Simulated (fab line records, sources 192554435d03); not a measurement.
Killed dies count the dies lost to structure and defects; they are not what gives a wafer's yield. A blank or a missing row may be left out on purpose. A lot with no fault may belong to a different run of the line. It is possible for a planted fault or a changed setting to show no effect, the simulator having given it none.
fab line records + flow n5Finfet
record
- lots=13
- wafers=39
- lastDay=17
route steps=1938 shown BEOL_M0@731 TV_LITHO@1883 PASSIVATION@1906
lots that met no fault: from a run of the same line without faults
startH: start of the lot's first displayed wafer, in hours after the record's first day + waitH: how many hours have passed since the lot's step before this one + " identical to the entry in the row above + L1.1+2: one row covering several wafers at once + - no value, or no start was given + * or withheld: withheld + < > ~ a bound
route shown NAME@n: NAME is a module with steps in the file, n the number in the route of the first one + usual: average and standard deviation across the fault-free wafers + same: alike in all rows + chamber/n: place in a boat + sites: each site's reading + _std_site: how widely they spread, as a standard deviation + _edge_site: the outer-site mean with the inner-site mean subtracted + radiusMm: how far each site lies from the wafer's centre + mask NAME#n: copy n + behind: the last tool/chamber to shape the wafer + hold: what put the lot on hold/how long, in hours/how the hold closed + device: which transistor (n, p or np) failed to switch + end of line: the tests these same wafers got at the end of their route + step lacking rows: just its recipe + killed: dies that structure and defects cost at the first sort, which is not the same as the wafer's yield + map: dies across one wafer; x = killed, . = not, _ = none there
set.NAME: the setting as run; set.NAME@STEP: as run at that earlier step + model.NAME: the simulator's own value behind a step, which no gauge read
steps of the route over a sample of lots; a table a step, a row a wafer
services: a tool's chamber out of use, with start hour (startH, from the record's first day; less than 0 if before it), hours out, and reason
## steps
# step N5_BEOL_M0_ALD_136
# recipe
- material=TaN
- targetThkA=*
- tempC=275
- aldPrecursorFamily=PDMAT
- aldCoReactant=NH3
- pressureTorr=3
- carrierFlowSccm=1500
- pulseTimeS=2
- purgeTimeS=3
- coReactantPurgeTimeS=2
- coReactantPulseTimeS=3
- aldCycles=30
- precursorVesselTempC=75
- precursorVesselPressureTorr=26.25
- precursorVesselCarrierSccm=1000
# usual
- heaterPowerOuterW=237/22
- heaterPowerW=428/40
- precursorVesselCarrierSccm=1000.5/2.8
| lot.wafer | tool        | chamber | startH | waitH | heaterPowerOuterW | heaterPowerW | precursorVesselCarrierSccm | sinceWetCleanH |
|-----------|-------------|---------|--------|-------|-------------------|--------------|----------------------------|----------------|
| L254.1    | aldMetal-04 | 0       | 130.89 | 0.3   | 280               | 501          | 998.1                      | 1332           |
| L254.2    | "           | 2       | "      | "     | 210               | 398          | 999.6                      | 1332           |
| L254.6    | "           | 2       | "      | "     | 212               | 396          | 1003.5                     | -              |
| L255.4    | aldMetal-04 | 2       | 136.47 | 0.0   | 214               | 398          | 1001.8                     | 1338           |
| L255.5    | "           | 2       | "      | "     | 215               | 396          | 1004.9                     | -              |
| L255.6    | "           | 3       | "      | "     | 259               | 501          | 997.6                      | -              |
| L253.3    | aldMetal-03 | 0       | 136.52 | 0.1   | 249               | 396          | 1003.2                     | 4415           |
| L253.5    | "           | 0       | "      | "     | 243               | 404          | 998.5                      | -              |
| L253.6    | "           | 1       | "      | "     | 231               | 412          | 999.1                      | -              |
| L256.2    | aldMetal-03 | 3       | 143.94 | 0.0   | 202               | 357          | 999.4                      | 4422           |
| L256.5    | "           | 1       | "      | "     | 226               | 415          | 996.4                      | -              |
| L256.6    | "           | 2       | "      | "     | 239               | 437          | 998.3                      | -              |
| L257.3    | aldMetal-03 | 2       | 146.53 | 0.0   | 235               | 430          | 1005.2                     | 4425           |
| L257.4    | "           | 0       | "      | "     | 245               | 395          | 1000.7                     | 4425           |
| L257.6    | "           | 0       | "      | "     | 248               | 400          | 1004.7                     | -              |
| L258.2    | aldMetal-02 | 2       | 150.35 | 0.0   | 281               | 458          | 998.2                      | 5967           |
| L258.3    | "           | 3       | "      | "     | 232               | 438          | 995.0                      | 5967           |
| L258.4    | "           | 0       | "      | "     | 224               | 426          | 997.8                      | 5967           |
| L259.2    | aldMetal-02 | 0       | 159.26 | 0.1   | 217               | 419          | 997.5                      | 5976           |
| L259.5    | "           | 1       | "      | "     | 235               | 445          | 998.7                      | -              |
| L259.6    | "           | 0       | "      | "     | 225               | 420          | 999.3                      | -              |
| L260.1    | aldMetal-03 | 1       | 162.16 | 0.0   | 229               | 419          | 1000.6                     | 4440           |
| L260.4    | "           | 2       | "      | "     | 237               | 444          | 1000.4                     | 4440           |
| L260.5    | "           | 0       | "      | "     | 244               | 403          | 1002.8                     | -              |
| L266.1    | aldMetal-03 | 3       | 205.45 | 0.0   | 203               | 354          | 1003.3                     | 4484           |
| L266.3    | "           | 1       | "      | "     | 227               | 409          | 1003.1                     | 4484           |
| L266.6    | "           | 2       | "      | "     | 237               | 446          | 1001.1                     | -              |
| L269.1    | aldMetal-03 | 2       | 217.42 | 0.1   | 234               | 449          | 998.6                      | 4496           |
| L269.3    | "           | 1       | "      | "     | 227               | 415          | 998.2                      | 4496           |
| L269.4    | "           | 3       | "      | "     | 197               | 360          | 1001.4                     | 4496           |
| L272.1    | aldMetal-04 | 3       | 234.93 | 0.0   | 261               | 490          | 1001.4                     | 1436           |
| L272.2    | "           | 2       | "      | "     | 210               | 391          | 1002.2                     | 1436           |
| L272.4    | "           | 0       | "      | "     | 271               | 499          | 1004.2                     | 1436           |
| L273.1    | aldMetal-02 | 3       | 236.83 | 0.1   | 229               | 455          | 1004.7                     | 6054           |
| L273.5    | "           | 1       | "      | "     | 246               | 448          | 1003.2                     | -              |
| L273.6    | "           | 2       | "      | "     | 271               | 461          | 1000.8                     | -              |
| L274.3    | aldMetal-04 | 1       | 240.05 | 0.0   | 232               | 425          | 998.8                      | 1441           |
| L274.5    | "           | 2       | "      | "     | 219               | 395          | 1002.1                     | -              |
| L274.6    | "           | 3       | "      | "     | 257               | 497          | 1002.9                     | -              |
# step N5_PASSIVATION_CD_MEAS_10
# recipe
- targetCdNm=3000
- landingEnergyEv=500
- detector=seInlens
# usual
- cdNm=3000.8/2.4
| lot.wafer | tool     | chamber | startH | waitH | cdNm   |
|-----------|----------|---------|--------|-------|--------|
| L254.1    | cdSem-01 | 0       | 292.38 | -     | 2999.8 |
| L254.2    | "        | 0       | "      | "     | 3000.6 |
| L254.6    | "        | 0       | "      | "     | 3000.5 |
| L253.3    | cdSem-03 | 0       | 298.23 | -     | 3001.6 |
| L253.5    | "        | 0       | "      | "     | 2998.5 |
| L253.6    | "        | 0       | "      | "     | 3007.1 |
| L255.4    | cdSem-03 | 0       | 307.89 | -     | 2998.8 |
| L255.5    | "        | 0       | "      | "     | 3001.5 |
| L255.6    | "        | 0       | "      | "     | 2998.1 |
| L258.2    | cdSem-02 | 0       | 309.76 | -     | 2998.2 |
| L258.3    | "        | 0       | "      | "     | 3004.4 |
| L258.4    | "        | 0       | "      | "     | 3000.7 |
| L256.2    | cdSem-02 | 0       | 309.79 | -     | 2996.9 |
| L256.5    | "        | 0       | "      | "     | 3001.4 |
| L256.6    | "        | 0       | "      | "     | 2998.1 |
| L257.3    | cdSem-03 | 0       | 316.92 | -     | 3000.5 |
| L257.4    | "        | 0       | "      | "     | 2997.4 |
| L257.6    | "        | 0       | "      | "     | 2999.9 |
| L259.2    | cdSem-03 | 0       | 321.29 | -     | 3001.2 |
| L259.5    | "        | 0       | "      | "     | 2998.7 |
| L259.6    | "        | 0       | "      | "     | 3005.1 |
| L260.1    | cdSem-03 | 0       | 334.84 | -     | 2998.6 |
| L260.4    | "        | 0       | "      | "     | 3001.5 |
| L260.5    | "        | 0       | "      | "     | 2998.5 |
| L266.1    | cdSem-03 | 0       | 366.28 | -     | 2999.9 |
| L266.3    | "        | 0       | "      | "     | 3002.4 |
| L266.6    | "        | 0       | "      | "     | 3002.6 |
| L269.1    | cdSem-01 | 0       | 389.74 | -     | 2999.3 |
| L269.3    | "        | 0       | "      | "     | 3002.0 |
| L269.4    | "        | 0       | "      | "     | 2997.8 |
| L272.1    | cdSem-01 | 0       | 399.02 | -     | 2997.7 |
| L272.2    | "        | 0       | "      | "     | 2999.4 |
| L272.4    | "        | 0       | "      | "     | 3002.5 |
| L273.1    | cdSem-03 | 0       | 399.05 | -     | 2997.5 |
| L273.5    | "        | 0       | "      | "     | 3001.8 |
| L273.6    | "        | 0       | "      | "     | 3000.9 |
| L274.3    | cdSem-03 | 0       | 410.97 | -     | 3001.4 |
| L274.5    | "        | 0       | "      | "     | 3000.0 |
| L274.6    | "        | 0       | "      | "     | 3000.2 |
# step N5_PASSIVATION_OVL_MEAS_63
# recipe
- pointsPerWafer=44
# usual
- PAD_OVL=2/4.9
| lot.wafer | tool       | chamber | startH | waitH | PAD_OVL[nm] |
|-----------|------------|---------|--------|-------|-------------|
| L254.1    | overlay-01 | 0       | 294.44 | 0.0   | -11         |
| L254.2    | "          | 0       | "      | "     | -5          |
| L254.6    | "          | 0       | "      | "     | -9          |
| L253.3    | overlay-01 | 0       | 300.19 | 0.0   | 1           |
| L253.5    | "          | 0       | "      | "     | 3           |
| L253.6    | "          | 0       | "      | "     | 5           |
| L255.4    | overlay-02 | 0       | 310.97 | 0.0   | -5          |
| L255.5    | "          | 0       | "      | "     | -11         |
| L255.6    | "          | 0       | "      | "     | -7          |
| L258.2    | overlay-02 | 0       | 311.69 | 0.0   | -1          |
| L258.3    | "          | 0       | "      | "     | 6           |
| L258.4    | "          | 0       | "      | "     | 4           |
| L256.2    | overlay-02 | 0       | 312.05 | 0.0   | 3           |
| L256.5    | "          | 0       | "      | "     | 0           |
| L256.6    | "          | 0       | "      | "     | -1          |
| L257.3    | overlay-02 | 0       | 318.58 | 0.0   | 1           |
| L257.4    | "          | 0       | "      | "     | 10          |
| L257.6    | "          | 0       | "      | "     | 7           |
| L259.2    | overlay-02 | 0       | 323.05 | 0.0   | 0           |
| L259.5    | "          | 0       | "      | "     | 5           |
| L259.6    | "          | 0       | "      | "     | 5           |
| L260.1    | overlay-02 | 0       | 337.59 | 0.0   | 1           |
| L260.4    | "          | 0       | "      | "     | 10          |
| L260.5    | "          | 0       | "      | "     | 4           |
| L266.1    | overlay-01 | 0       | 368.36 | 0.0   | -6          |
| L266.3    | "          | 0       | "      | "     | 2           |
| L266.6    | "          | 0       | "      | "     | 6           |
| L269.1    | overlay-02 | 0       | 391.34 | 0.0   | -2          |
| L269.3    | "          | 0       | "      | "     | 0           |
| L269.4    | "          | 0       | "      | "     | 0           |
| L272.1    | overlay-01 | 0       | 400.62 | 0.0   | -3          |
| L272.2    | "          | 0       | "      | "     | 7           |
| L272.4    | "          | 0       | "      | "     | 4           |
| L273.1    | overlay-01 | 0       | 401.44 | 0.0   | 0           |
| L273.5    | "          | 0       | "      | "     | 2           |
| L273.6    | "          | 0       | "      | "     | -4          |
| L274.3    | overlay-01 | 0       | 412.57 | 0.0   | 4           |
| L274.5    | "          | 0       | "      | "     | 7           |
| L274.6    | "          | 0       | "      | "     | 6           |
# step N5_PASSIVATION_PROBE_49
# usual
- defectLimitedYield=91.1/1.5
- killed_at_M0_to_M3=33/9.9
- killed_at_M4_up=14/5.2
- killedAtContacts=12/6.7
- killedAtFrontEnd=43/13
- killedAtOther=3.4/2.7
- killedDies=105/17
- killedOpen=69/13
- killedShort=33/7.5
- sort_bin_5_function=5.2/0.91
- sort_bin_6_memory=3.3/0.71
- sortNPass=1075/17
- sortYieldPct=91.1/1.5
# same
- grossDies=1180
- killedAtBackSide=0
- sort_bin_4_leakage[%]=0
- sort_bin_8_speed[%]=0
| lot.wafer | tool      | chamber | startH | waitH | defectLimitedYield[%] | killed_at_M0_to_M3 | killed_at_M4_up | killedAtContacts | killedAtFrontEnd | killedAtOther | killedDies | killedOpen | killedShort | sort_bin_5_function[%] | sort_bin_6_memory[%] | sortNPass | sortYieldPct[%] |
|-----------|-----------|---------|--------|-------|-----------------------|--------------------|-----------------|------------------|------------------|---------------|------------|------------|-------------|------------------------|----------------------|-----------|-----------------|
| L258.2    | prober-01 | -       | 316.88 | 0.1   | 91.2                  | 26                 | 19              | 6                | 48               | 5             | 104        | 76         | 28          | 5.9                    | 2.9                  | 1076      | 91.2            |
| L258.3    | prober-01 | -       | 316.93 | 0.1   | 91.4                  | 16                 | 15              | 3                | 62               | 6             | 102        | 56         | 45          | 4.8                    | 3.6                  | 1078      | 91.4            |
| L258.4    | prober-01 | -       | 316.98 | 0.2   | 90.3                  | 32                 | 22              | 6                | 49               | 5             | 114        | 74         | 35          | 5.2                    | 4.3                  | 1066      | 90.3            |
| L266.1    | prober-01 | -       | 373.28 | 0.0   | 91.8                  | 14                 | 7               | 8                | 68               | 0             | 97         | 62         | 34          | 5.3                    | 2.6                  | 1083      | 91.8            |
| L266.3    | prober-01 | -       | 373.38 | 0.1   | 76.0                  | 191                | 17              | 15               | 59               | 1             | 283        | 73         | 43          | 13.5                   | 6.1                  | 897       | 76.0            |
| L266.6    | prober-01 | -       | 373.53 | 0.3   | 89.2                  | 27                 | 18              | 5                | 72               | 5             | 127        | 80         | 47          | 5.9                    | 4.4                  | 1053      | 89.2            |
| L269.1    | prober-01 | -       | 396.81 | 0.0   | 90.4                  | 41                 | 27              | 23               | 19               | 3             | 113        | 86         | 26          | 5.8                    | 3.5                  | 1067      | 90.4            |
| L269.3    | prober-01 | -       | 396.91 | 0.1   | 76.7                  | 185                | 21              | 25               | 35               | 9             | 275        | 84         | 34          | 13.7                   | 5.6                  | 905       | 76.7            |
| L269.4    | prober-01 | -       | 396.96 | 0.2   | 92.3                  | 30                 | 22              | 19               | 18               | 2             | 91         | 70         | 19          | 5.0                    | 2.5                  | 1089      | 92.3            |
# killed by level:class
L258.2 FIN_SAQP:geometricParticle:short=9 DUMMY_GATE:geometricParticle:open=9 BEOL_M0_SAQP:geometricParticle:open=9 FIN_SAQP:geometricParticle:open=8 BEOL_M3:geometricParticle:open=6 STI_FIN_REVEAL:geometricParticle:open=6 BEOL_M5:geometricParticle:open=6 STARTING-WAFER:geometricParticle:open=6
L258.3 FIN_SAQP:geometricParticle:short=15 DUMMY_GATE:geometricParticle:open=12 FIN_SAQP:geometricParticle:open=8 BEOL_M3:geometricParticle:open=5 DUMMY_GATE:geometricParticle:short=4 FIN_CUT:geometricParticle:short=3 STI_FIN_REVEAL:geometricParticle:open=3 BEOL_M8:geometricParticle:open=3
L258.4 DUMMY_GATE:geometricParticle:open=10 STI_FIN_REVEAL:geometricParticle:open=9 BEOL_M0_SAQP:geometricParticle:open=8 BEOL_M0_SAQP:geometricParticle:short=8 FIN_SAQP:geometricParticle:short=7 FIN_SAQP:geometricParticle:open=6 DUMMY_GATE:geometricParticle:short=6 MOL_CONTACT_COAG:geometricParticle:open=6
L266.1 STI_FIN_REVEAL:geometricParticle:open=21 FIN_SAQP:geometricParticle:open=12 FIN_SAQP:geometricParticle:short=12 MOL_CONTACT_COAG:geometricParticle:open=7 STI_FIN_REVEAL:geometricParticle:short=4 DUMMY_GATE:geometricParticle:short=4 DUMMY_GATE:geometricParticle:open=4 STARTING-WAFER:geometricParticle:open=4
L266.3 BEOL_M0:unspecified=167 FIN_SAQP:geometricParticle:open=15 FIN_SAQP:geometricParticle:short=15 STI_FIN_REVEAL:geometricParticle:open=10 MOL_CONTACT_COAG:geometricParticle:open=10 BEOL_M4:geometricParticle:open=10 GATE_CUT:geometricParticle:short=6 BEOL_M0_SAQP:geometricParticle:short=6
L266.6 FIN_SAQP:geometricParticle:open=19 FIN_SAQP:geometricParticle:short=15 STI_FIN_REVEAL:geometricParticle:open=13 BEOL_M2:geometricParticle:open=7 GATE_CUT:geometricParticle:short=6 DUMMY_GATE:geometricParticle:open=5 MOL_CONTACT_COAG:geometricParticle:open=5 BEOL_M3:geometricParticle:open=5
L269.1 MOL_CONTACT_COAG:geometricParticle:open=17 BEOL_M0_SAQP:geometricParticle:open=13 BEOL_M2:geometricParticle:open=12 BEOL_M4:geometricParticle:open=12 MOL_CONTACT_COAG:geometricParticle:short=6 BEOL_M1:geometricParticle:open=5 BEOL_M4:geometricParticle:short=5 STI_FIN_REVEAL:geometricParticle:open=4
L269.3 BEOL_M0:unspecified=155 MOL_CONTACT_COAG:geometricParticle:open=23 BEOL_M3:geometricParticle:open=11 STI_FIN_REVEAL:geometricParticle:open=8 BEOL_M4:geometricParticle:open=7 FIN_SAQP:geometricParticle:short=5 BEOL_M0_SAQP:geometricParticle:short=5 FIN_SAQP:geometricParticle:open=4
L269.4 MOL_CONTACT_COAG:geometricParticle:open=16 BEOL_M4:geometricParticle:open=12 BEOL_M3:geometricParticle:open=7 BEOL_M0:geometricParticle:open=6 STI_FIN_REVEAL:geometricParticle:open=5 BEOL_M2:geometricParticle:open=5 BEOL_M0_SAQP:geometricParticle:short=4 MOL_CONTACT_COAG:geometricParticle:short=3
## services
| tool        | chamber | startH | hours | kind   |
|-------------|---------|--------|-------|--------|
| aldMetal-03 | 1       | 108.91 | 26.2  | repair |
| aldMetal-03 | 3       | 109.87 | 25.4  | repair |
| aldMetal-04 | 3       | 188.33 | 9.8   | repair |
| aldMetal-02 | 3       | 222.47 | 1.6   | repair |
## key
firstSign
- step=N5_PASSIVATION_PROBE_49
- reading=killed_at_M0_to_M3
- direction=up
- sigmas=16
- usual=33
- struck=188
effect
- step=N5_PASSIVATION_PROBE_49
- reading=defectLimitedYield
- direction=down
- sigmas=10
- usual=91.1
- struck=76.4
moreKillsBornAt
- N5_BEOL_M0_ALD_136@aldMetal-03=322
metAt N5_BEOL_M0_ALD_136
struckLots L266,L269
struckWafers L266.3,L269.3
notActingAt N5_PASSIVATION_CD_MEAS_10,N5_PASSIVATION_OVL_MEAS_63
onsetBetween 162.16 205.45
fault
- kind=chamberParticleSource
- tool=aldMetal-03
- chamber=1
- onsetH=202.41
- steps=N5_BEOL_M0_ALD_136
- ratePerVisitCm2=2.1413
- endH=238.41
